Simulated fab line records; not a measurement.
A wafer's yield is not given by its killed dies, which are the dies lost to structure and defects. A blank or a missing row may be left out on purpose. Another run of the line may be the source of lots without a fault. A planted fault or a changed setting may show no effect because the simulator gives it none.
Which tool was responsible? ; flow n5_finfet ; Sampling: 24 lots, 72 wafers, 4 of 1938 route steps

== WHAT EACH GAUGE READ, for each wafer ==
N5_BEOL_M4_THK_MEAS_53: measures by xrf.
lot;measured;on;M4_THK (nm)
L074;day 8 11:08;film_metro-01;40.4 38.0 39.2
L075;day 8 14:22;film_metro-02;40.7 39.4 39.0
L076;day 9 07:55;film_metro-01;37.5 39.8 39.1
L078;day 9 08:08;film_metro-01;37.6 41.4 40.3
L077;day 9 13:20;film_metro-01;38.7 38.6 40.1
L079;day 9 13:21;film_metro-01;39.6 38.2 38.3
L080;day 9 17:52;film_metro-01;43.0 38.0 40.1
L081;day 9 21:20;film_metro-01;40.9 39.0 38.7
L083;day 10 13:16;film_metro-02;41.2 39.8 41.6
L082;day 10 15:44;film_metro-01;42.9 41.6 43.7
L085;day 10 17:55;film_metro-01;40.6 39.2 40.3
L084;day 10 18:26;film_metro-02;39.8 38.3 41.3
L086;day 11 13:48;film_metro-01;39.2 38.4 39.5
L087;day 11 16:53;film_metro-02;38.9 43.2 39.2
L088;day 12 01:00;film_metro-01;39.3 38.5 41.1
L090;day 12 09:25;film_metro-01;39.9 40.6 41.5
L089;day 12 12:39;film_metro-01;39.2 42.7 38.9
L092;day 12 16:13;film_metro-01;40.8 42.5 42.4
L091;day 12 18:05;film_metro-01;38.5 41.0 40.0
L093;day 12 21:00;film_metro-02;41.5 39.9 38.9
L094;day 12 23:47;film_metro-02;38.2 37.6 38.1
L095;day 13 20:59;film_metro-01;39.8 41.6 41.5
L096;day 13 21:17;film_metro-02;41.9 41.6 40.7
L097;day 14 00:08;film_metro-01;40.3 42.1 40.2

N5_BEOL_M5_CD_MEAS_11: target cd 27.74 nm.
lot;measured;on;cd_nm (nm)
L074;day 8 14:41;cd_sem-03;28.26 28.11 28.21
L075;day 8 18:47;cd_sem-01;28.76 28.54 28.44
L076;day 9 12:22;cd_sem-02;28.37 28.00 28.44
L078;day 9 12:29;cd_sem-03;28.12 27.96 27.96
L077;day 9 18:02;cd_sem-01;27.86 28.36 27.85
L079;day 9 18:04;cd_sem-02;28.03 28.00 28.03
L080;day 9 20:46;cd_sem-01;28.02 28.28 28.30
L081;day 10 01:55;cd_sem-01;27.78 28.33 27.77
L083;day 10 17:46;cd_sem-02;27.77 28.39 27.83
L082;day 10 18:31;cd_sem-01;27.69 28.09 28.21
L085;day 10 21:41;cd_sem-03;28.71 28.29 28.25
L084;day 10 21:55;cd_sem-03;27.50 27.73 27.77
L086;day 11 18:38;cd_sem-02;27.52 27.94 28.03
L087;day 11 19:31;cd_sem-03;27.73 27.78 28.07
L088;day 12 04:09;cd_sem-02;27.97 27.78 28.31
L090;day 12 13:02;cd_sem-01;28.32 27.80 28.28
L089;day 12 16:29;cd_sem-03;28.16 28.10 28.30
L092;day 12 21:20;cd_sem-01;28.10 28.08 27.71
L091;day 12 22:43;cd_sem-03;28.01 28.42 27.86
L093;day 13 00:04;cd_sem-02;27.52 27.64 27.81
L094;day 13 03:26;cd_sem-02;28.63 28.70 28.06
L095;day 14 00:13;cd_sem-01;28.16 27.84 28.54
L096;day 14 00:01;cd_sem-02;28.05 27.60 28.05
L097;day 14 03:11;cd_sem-01;28.11 28.04 28.73

N5_BEOL_M5_CD_MEAS_28: target cd 30.6 nm, target cd y 20 nm.
lot;measured;on;cd_nm (nm)
L074;day 8 17:43;cd_sem-01;30.1 30.3 30.7
L075;day 8 21:18;cd_sem-02;30.0 30.2 30.5
L076;day 9 14:02;cd_sem-03;30.4 30.8 30.4
L078;day 9 13:51;cd_sem-02;30.8 30.3 31.0
L077;day 9 20:04;cd_sem-01;30.9 30.5 30.7
L079;day 9 20:01;cd_sem-01;30.4 30.1 30.4
L080;day 10 02:43;cd_sem-03;30.3 30.5 30.5
L081;day 10 02:53;cd_sem-01;30.4 30.2 30.6
L083;day 10 20:21;cd_sem-03;31.0 30.5 30.6
L082;day 10 20:31;cd_sem-03;30.7 30.7 30.6
L085;day 11 02:47;cd_sem-02;30.6 30.9 30.9
L084;day 11 02:50;cd_sem-03;29.8 30.2 29.9
L086;day 11 21:15;cd_sem-03;31.4 30.4 30.9
L087;day 11 21:04;cd_sem-03;31.0 30.7 31.2
L088;day 12 05:23;cd_sem-02;30.8 30.5 30.4
L090;day 12 15:22;cd_sem-03;30.7 30.5 30.9
L089;day 12 21:26;cd_sem-03;30.5 30.9 30.9
L092;day 12 22:28;cd_sem-03;31.0 30.7 30.9
L091;day 13 01:49;cd_sem-01;30.7 30.7 30.5
L093;day 13 01:38;cd_sem-01;30.4 30.5 30.8
L094;day 13 05:46;cd_sem-02;30.3 31.1 30.5
L095;day 14 01:10;cd_sem-02;30.6 30.6 30.9
L096;day 14 01:04;cd_sem-02;30.9 30.9 30.8
L097;day 14 06:17;cd_sem-03;30.7 30.9 30.4

== WHICH TOOL RAN EACH LOT (tool, then ch and the chambers of the sampled wafers, then the start) ==
lot;N5_BEOL_M4_SPUTTER_94
L074;pvd_sputter-01, day 8 09:51
L075;pvd_sputter-03, day 8 13:18
L076;pvd_sputter-02, day 9 06:53
L078;pvd_sputter-01, day 9 07:05
L077;pvd_sputter-01, day 9 11:18
L079;pvd_sputter-03, day 9 11:53
L080;pvd_sputter-03, day 9 16:52
L081;pvd_sputter-03, day 9 20:19
L083;pvd_sputter-02, day 10 12:16
L082;pvd_sputter-02, day 10 14:06
L085;pvd_sputter-01, day 10 16:54
L084;pvd_sputter-03, day 10 17:25
L086;pvd_sputter-03, day 11 12:48
L087;pvd_sputter-02, day 11 15:37
L088;pvd_sputter-03, day 12 00:00
L090;pvd_sputter-02, day 12 08:24
L089;pvd_sputter-01, day 12 11:38
L092;pvd_sputter-03, day 12 15:12
L091;pvd_sputter-03, day 12 17:02
L093;pvd_sputter-02, day 12 19:59
L094;pvd_sputter-01, day 12 22:46
L095;pvd_sputter-03, day 13 19:59
L096;pvd_sputter-01, day 13 20:11
L097;pvd_sputter-01, day 13 23:07
- N5_BEOL_M4_SPUTTER_94: material Cu, target thk 4.5 nm, time 8.29 s.

== WHAT THE TOOLS THEMSELVES READ (means of the sampled wafers that have a number; where no wafer has one, the mark that the record gives instead) ==
N5_BEOL_M4_SPUTTER_94.
lot;tool;chuck_gas_flow_sccm (sccm);throttle_valve_pct (%)
L074;pvd_sputter-01;1.30;29.4
L075;pvd_sputter-03;1.29;30.1
L076;pvd_sputter-02;1.30;29.3
L078;pvd_sputter-01;1.23;29.9
L077;pvd_sputter-01;1.25;30.7
L079;pvd_sputter-03;1.24;29.9
L080;pvd_sputter-03;1.26;30.4
L081;pvd_sputter-03;1.24;30.4
L083;pvd_sputter-02;1.28;29.2
L082;pvd_sputter-02;1.33;29.9
L085;pvd_sputter-01;1.30;30.3
L084;pvd_sputter-03;1.26;30.1
L086;pvd_sputter-03;1.18;30.0
L087;pvd_sputter-02;1.30;29.2
L088;pvd_sputter-03;1.27;30.2
L090;pvd_sputter-02;1.24;29.5
L089;pvd_sputter-01;1.25;30.9
L092;pvd_sputter-03;1.25;30.0
L091;pvd_sputter-03;1.27;29.7
L093;pvd_sputter-02;1.26;29.5
L094;pvd_sputter-01;1.27;30.5
L095;pvd_sputter-03;1.22;30.0
L096;pvd_sputter-01;1.25;29.6
L097;pvd_sputter-01;1.23;29.9

== THE ANSWER, worked out from the rows above alone ==
Rule: the lots themselves supply what counts as usual. The widest of any qualifying gaps counts: lots, ordered by their means at a reading, are off when they make up no more than a third of the lots, leave a main group of 4 or more, and stand apart from it by 3 or more times the standard deviation of that group's means. If all means in a main group match to the digits the tables above print for the reading, that group is not used. Also off: a lot with no number at a reading for which 4 or more lots have one. Where the step has rows for the other lots, those lots are counted as sound. First the gauges in route order, then the tools' own readings, where a lot's mean is used as printed above. The first step at which some lot is off is used, and at that step the reading that is off furthest; a lot without a number counts as furthest.
Nothing can be told from this: no lot is off at any reading shown.

== WHAT THE SIMULATOR HAD PUT IN ==
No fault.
